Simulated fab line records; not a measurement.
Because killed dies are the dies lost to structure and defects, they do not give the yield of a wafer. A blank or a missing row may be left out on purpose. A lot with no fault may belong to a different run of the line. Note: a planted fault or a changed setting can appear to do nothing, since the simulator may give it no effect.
fab line records	flow n5-finfet	part 2 of 2: steps 5 to 6 of 6
record lots=22	wafers=66	last-day=19
route steps=1938 shown BEOL_M9@1403 BEOL_M10@1486 BEOL_M11@1552
lots that met no fault: taken from a fault-free run of the same line
start-h: start of the lot's first displayed wafer, in hours after the record's first day	wait-h: how many hours have passed since the lot's step before this one	" same as the row above	L1.1+2: several wafers, shown together as one row	- no value, or no start was given	* or withheld: withheld	< > ~ a bound
route shown NAME@n: names a module that has steps shown in the file, with the first one's number in the route	usual: mean/standard deviation taken from wafers without a fault	same: alike in all rows	chamber/n: place in a boat	sites: each site's reading	_std_site: the standard deviation of these	_edge_site: the outer-site mean with the inner-site mean subtracted	radius-mm: how far each site lies from the wafer's centre	mask NAME#n: copy n	behind: the most recent tool/chamber to have shaped the wafer	hold: reason for holding the lot/hours on hold/outcome of the hold	device: which transistor (n, p or np) failed to switch	end of line: at the end of the route, the tests of the same wafers	a step with no rows: only its recipe	killed: at the first sort, the dies lost to defects and structure; wafer yield is something else	map: the dies of a wafer, with x for killed, . for not killed, _ for no die there
set.NAME: the setting as run; set.NAME@STEP: as run at that earlier step	model.NAME: the simulator's own value behind a step, which no gauge read
steps of the route over a sample of lots; a table a step, a row a wafer
services: when a tool's chamber went out of use (start-h, in hours from the record's first day, below 0 if earlier), for how many hours, and the reason
## steps
# step N5_BEOL_M11_DESCUM_16
# recipe chemistry=O2	time-s=7.9	source-power-w=50	bias-power-w=20	pressure-mtorr=20	rf-frequency-hz=2.712e+07	temp-c=40	resist=CAR-ArF	o2-flow-sccm=225
# usual drypump-motor-current-A=5.7/0.37	oes-product-au=0.75/0.081	rf-vpp-V=243.2/1.4	showerhead-plenum-p-Torr=2.10/0.072	throttle-valve-pct=20.68/0.19
lot.wafer	tool	chamber	start-h	wait-h	drypump-motor-current-A	oes-product-au	rf-hours-counter-h	rf-vpp-V	showerhead-plenum-p-Torr	throttle-valve-pct
L075.2	rie-diel-02	3	247.85	2.5	5.0	0.92	34	243.7	2.24	20.64
L075.3	"	1	"	"	5.6	0.72	202	242.6	2.17	20.73
L075.5	"	2	"	"	5.6	0.70	-	240.9	2.05	20.63
L074.2	rie-diel-01	0	256.19	0.3	5.7	0.70	209	243.3	2.09	20.81
L074.3	"	2	"	"	5.5	0.71	188	245.7	2.16	20.76
L074.6	"	0	"	"	5.7	0.69	-	242.4	2.09	20.83
L076.1	rie-diel-02	3	271.34	0.1	5.0	0.91	41	244.8	2.24	20.63
L076.4	"	1	"	"	5.6	0.71	208	243.7	2.16	20.76
L076.5	"	2	"	"	5.6	0.70	-	242.8	2.04	20.63
L077.3	rie-diel-01	0	271.62	0.1	5.8	0.69	214	242.0	2.09	20.84
L077.5	"	0	"	"	5.7	0.69	-	243.1	2.09	20.83
L077.6	"	3	"	"	6.5	0.72	-	242.0	1.97	20.49
L078.1	rie-diel-01	0	280.80	0.0	5.7	0.70	216	242.9	2.09	20.83
L078.2	"	3	"	"	6.4	0.72	211	241.9	1.97	20.50
L078.3	"	2	"	"	5.5	0.72	195	244.7	2.15	20.78
L079.2	rie-diel-02	1	289.21	0.0	5.6	0.71	213	245.0	2.16	20.76
L079.4	"	3	"	"	5.0	0.91	45	245.1	2.24	20.67
L079.6	"	0	"	"	5.8	0.83	-	240.4	2.04	20.12
L082.4	rie-diel-01	2	292.76	0.3	5.5	0.71	199	242.5	2.15	20.80
L082.5	"	2	"	"	5.5	0.71	-	244.8	2.15	20.78
L082.6	"	3	"	"	6.5	0.72	-	241.4	1.97	20.49
L081.2	rie-diel-01	1	296.88	0.4	6.0	0.71	217	243.6	2.07	20.71
L081.3	"	2	"	"	5.5	0.70	200	244.2	2.15	20.79
L081.5	"	3	"	"	6.5	0.70	-	242.5	1.97	20.51
L080.1	rie-diel-03	2	304.13	0.0	5.3	0.73	178	243.5	2.08	20.83
L080.2	"	3	"	"	5.5	0.72	230	243.0	2.08	20.98
L080.6	"	1	"	"	5.9	0.89	-	246.3	2.21	20.50
L083.2	rie-diel-01	1	306.58	0.3	6.1	0.72	220	241.2	2.07	20.73
L083.3	"	0	"	"	5.8	0.69	226	242.5	2.09	20.84
L083.5	"	0	"	"	5.7	0.69	-	241.6	2.09	20.83
L084.1	rie-diel-03	1	307.24	0.1	5.9	0.87	33	246.4	2.21	20.51
L084.4	"	0	"	"	5.4	0.72	210	244.1	2.09	20.64
L084.6	"	0	"	"	5.4	0.72	-	243.5	2.09	20.66
L085.2	rie-diel-01	2	310.85	0.0	5.5	0.71	206	243.8	2.15	20.79
L085.3	"	1	"	"	6.0	0.72	222	242.6	2.07	20.73
L085.6	"	2	"	"	5.5	0.71	-	244.7	2.15	20.81
L086.2	rie-diel-02	1	314.42	0.0	5.6	0.70	221	245.0	2.16	20.76
L086.3	"	2	"	"	5.7	0.67	231	242.2	2.04	20.66
L086.4	"	3	"	"	5.0	0.89	54	245.2	2.24	20.66
L087.1	rie-diel-02	0	345.14	2.2	5.8	0.81	99	241.9	2.04	20.14
L087.2	"	1	"	"	5.6	0.70	233	245.1	2.16	20.77
L087.6	"	0	"	"	5.8	0.81	-	241.0	2.04	20.14
L091.3	rie-diel-01	1	345.46	2.0	6.0	0.71	-	242.8	2.06	20.75
L091.4	"	2	"	"	5.5	0.70	-	243.6	2.14	20.84
L091.6	"	1	"	"	6.0	0.71	-	242.6	2.06	20.76
L089.2	rie-diel-03	1	363.18	0.1	5.9	0.85	45	245.2	2.21	20.53
L089.4	"	3	"	"	5.5	0.71	242	243.1	2.08	21.00
L089.5	"	1	"	"	5.9	0.86	-	244.1	2.21	20.53
L090.2	rie-diel-01	3	373.50	0.0	6.4	0.71	220	241.7	1.97	20.50
L090.3	"	0	"	"	5.7	0.67	245	243.9	2.08	20.87
L090.4	"	2	"	"	5.5	0.68	235	243.5	2.14	20.84
L093.1	rie-diel-02	1	376.76	0.0	5.6	0.69	241	244.2	2.15	20.77
L093.2	"	3	"	"	5.0	0.85	76	243.9	2.23	20.70
L093.4	"	3	"	"	5.0	0.86	-	245.4	2.23	20.70
L094.1	rie-diel-01	1	406.69	0.0	6.0	0.99	4	244.1	2.06	20.47
L094.2	"	2	"	"	5.5	0.67	246	244.0	2.14	20.85
L094.3	"	3	"	"	6.4	0.71	231	241.5	1.97	20.53
L096.3	rie-diel-03	1	406.85	0.0	5.9	0.84	57	243.4	2.21	20.55
L096.5	"	0	"	"	5.4	0.70	-	243.0	2.08	20.70
L096.6	"	1	"	"	5.9	0.84	-	244.3	2.21	20.57
L097.1	rie-diel-01	3	406.94	0.1	6.4	0.70	231	241.6	1.97	20.53
L097.5	"	3	"	"	6.4	0.70	-	241.5	1.97	20.51
L097.6	"	1	"	"	6.0	0.99	-	242.5	2.06	20.47
L095.1	rie-diel-01	3	407.19	0.3	6.4	0.70	232	241.8	1.97	20.52
L095.4	"	2	"	"	5.5	0.68	-	244.4	2.14	20.88
L095.5	"	3	"	"	6.5	0.70	-	240.1	1.97	20.52
# step N5_BEOL_M11_STRIP_67
# recipe chemistry=CF4	resist=SiARC	power-w=300	bias-power-w=75	pressure-mtorr=50	cf4-flow-sccm=150	rf-frequency-hz=6e+07
# usual drypump-motor-current-A=5.7/0.37	oes-product-au=0.74/0.076	rf-vpp-V=271.2/1.5	showerhead-plenum-p-Torr=1.80/0.055	throttle-valve-pct=13.85/0.23
lot.wafer	tool	chamber	start-h	wait-h	drypump-motor-current-A	oes-product-au	rf-hours-counter-h	rf-vpp-V	showerhead-plenum-p-Torr	throttle-valve-pct
L075.2	rie-diel-02	3	248.08	0.0	5.0	0.92	34	272.6	1.91	13.61
L075.3	"	1	"	"	5.6	0.72	202	273.4	1.85	13.82
L075.5	"	2	"	"	5.6	0.70	-	271.6	1.79	14.00
L074.2	rie-diel-01	0	256.43	0.0	5.8	0.70	209	272.5	1.78	13.89
L074.3	"	2	"	"	5.5	0.72	188	271.7	1.86	14.07
L074.6	"	0	"	"	5.8	0.70	-	271.7	1.78	13.86
L076.1	rie-diel-02	3	271.57	0.0	5.0	0.90	41	271.8	1.90	13.63
L076.4	"	1	"	"	5.6	0.72	208	272.4	1.84	13.82
L076.5	"	2	"	"	5.7	0.70	-	270.9	1.78	14.00
L077.3	rie-diel-01	0	271.85	0.0	5.7	0.70	214	269.7	1.78	13.89
L077.5	"	0	"	"	5.7	0.70	-	270.5	1.78	13.89
L077.6	"	3	"	"	6.4	0.71	-	269.1	1.71	13.81
L078.1	rie-diel-01	0	281.03	0.0	5.7	0.70	217	270.3	1.78	13.89
L078.2	"	3	"	"	6.4	0.71	212	269.4	1.71	13.80
L078.3	"	2	"	"	5.5	0.72	195	273.0	1.86	14.09
L079.2	rie-diel-02	1	289.44	0.0	5.6	0.72	213	274.0	1.84	13.84
L079.4	"	3	"	"	5.1	0.89	45	273.7	1.90	13.63
L079.6	"	0	"	"	5.7	0.83	-	270.4	1.76	13.33
L082.4	rie-diel-01	2	292.99	0.0	5.5	0.71	199	271.6	1.85	14.09
L082.5	"	2	"	"	5.5	0.71	-	272.1	1.86	14.11
L082.6	"	3	"	"	6.5	0.71	-	268.1	1.71	13.80
L081.2	rie-diel-01	1	297.11	0.0	6.0	0.72	217	271.6	1.77	13.89
L081.3	"	2	"	"	5.5	0.72	201	272.2	1.85	14.11
L081.5	"	3	"	"	6.5	0.70	-	270.3	1.71	13.80
L080.1	rie-diel-03	2	304.36	0.0	5.3	0.73	179	271.9	1.78	13.97
L080.2	"	3	"	"	5.5	0.72	230	272.8	1.78	14.04
L080.6	"	1	"	"	5.9	0.87	-	273.8	1.89	13.52
L083.2	rie-diel-01	1	306.81	0.0	6.1	0.72	220	271.0	1.77	13.90
L083.3	"	0	"	"	5.8	0.70	226	272.1	1.78	13.92
L083.5	"	0	"	"	5.7	0.70	-	273.4	1.78	13.93
L084.1	rie-diel-03	1	307.48	0.0	6.0	0.87	33	272.7	1.88	13.55
L084.4	"	0	"	"	5.4	0.72	210	271.4	1.77	13.72
L084.6	"	0	"	"	5.4	0.72	-	270.0	1.77	13.74
L085.2	rie-diel-01	2	311.08	0.0	5.5	0.71	206	272.4	1.85	14.14
L085.3	"	1	"	"	6.0	0.72	222	271.1	1.77	13.90
L085.6	"	2	"	"	5.5	0.71	-	271.9	1.85	14.11
L086.2	rie-diel-02	1	314.65	0.0	5.6	0.71	221	271.9	1.84	13.86
L086.3	"	2	"	"	5.6	0.69	231	271.3	1.78	14.04
L086.4	"	3	"	"	5.0	0.88	54	272.8	1.90	13.66
L087.1	rie-diel-02	0	345.37	0.0	5.8	0.80	99	268.3	1.75	13.39
L087.2	"	1	"	"	5.6	0.70	233	272.0	1.84	13.90
L087.6	"	0	"	"	5.8	0.80	-	268.4	1.75	13.38
L091.3	rie-diel-01	1	345.80	0.0	6.0	0.70	-	272.5	1.76	13.95
L091.4	"	2	"	"	5.5	0.69	-	272.1	1.85	14.16
L091.6	"	1	"	"	6.0	0.71	-	271.2	1.76	13.93
L089.2	rie-diel-03	1	363.41	0.0	5.9	0.85	45	274.4	1.88	13.56
L089.4	"	3	"	"	5.5	0.71	242	268.6	1.78	14.08
L089.5	"	1	"	"	5.9	0.85	-	274.2	1.88	13.56
L090.2	rie-diel-01	3	373.73	0.0	6.4	0.70	220	269.0	1.71	13.84
L090.3	"	0	"	"	5.8	0.68	245	271.4	1.77	13.96
L090.4	"	2	"	"	5.5	0.69	235	272.3	1.84	14.16
L093.1	rie-diel-02	1	376.99	0.0	5.6	0.70	241	272.5	1.83	13.90
L093.2	"	3	"	"	5.0	0.84	76	272.3	1.89	13.72
L093.4	"	3	"	"	5.0	0.85	-	273.9	1.89	13.73
L094.1	rie-diel-01	1	406.92	0.0	6.0	0.97	4	271.2	1.76	13.41
L094.2	"	2	"	"	5.5	0.68	246	272.3	1.84	14.22
L094.3	"	3	"	"	6.5	0.69	231	268.8	1.71	13.85
L096.3	rie-diel-03	1	407.08	0.0	5.9	0.83	58	272.8	1.88	13.60
L096.5	"	0	"	"	5.4	0.71	-	270.9	1.76	13.78
L096.6	"	1	"	"	5.9	0.83	-	272.9	1.88	13.60
L097.1	rie-diel-01	3	407.17	0.0	6.4	0.70	232	268.1	1.71	13.83
L097.5	"	3	"	"	6.4	0.70	-	268.4	1.71	13.85
L097.6	"	1	"	"	6.0	0.97	-	269.6	1.76	13.42
L095.1	rie-diel-01	3	407.42	0.0	6.5	0.69	232	269.6	1.71	13.84
L095.4	"	2	"	"	5.5	0.68	-	271.8	1.84	14.21
L095.5	"	3	"	"	6.5	0.69	-	269.7	1.71	13.86
## services
tool	chamber	start-h	hours	kind
pecvd-01	-	216.05	2.1	repair
pecvd-01	-	227.20	4.2	repair
rie-diel-05	-	238.15	0.8	repair
rie-diel-03	-	238.74	15.6	pm
rie-diel-02	-	241.28	5.4	repair
pecvd-02	-	250.45	0.5	repair
rie-diel-03	0	260.05	1.3	repair
pecvd-04	-	289.15	1.3	repair
rie-diel-04	-	292.12	28.1	pm
pecvd-04	-	292.24	0.7	repair
pecvd-01	1	308.21	9.5	repair
pecvd-02	-	318.23	2.8	pm
rie-diel-04	1	326.00	10.0	repair
rie-diel-03	-	329.81	14.6	pm
rie-diel-05	0	329.85	3.2	repair
rie-diel-01	-	333.19	2.8	pm
rie-diel-05	-	339.29	2.8	pm
rie-diel-04	-	341.02	0.3	repair
rie-diel-05	1	355.98	1.7	repair
rie-diel-01	1	381.97	-	clean
rie-diel-04	-	391.12	0.2	repair
rie-diel-06	0	393.32	5.4	repair
rie-diel-02	2	402.51	9.0	repair
pecvd-04	-	403.89	0.8	pm
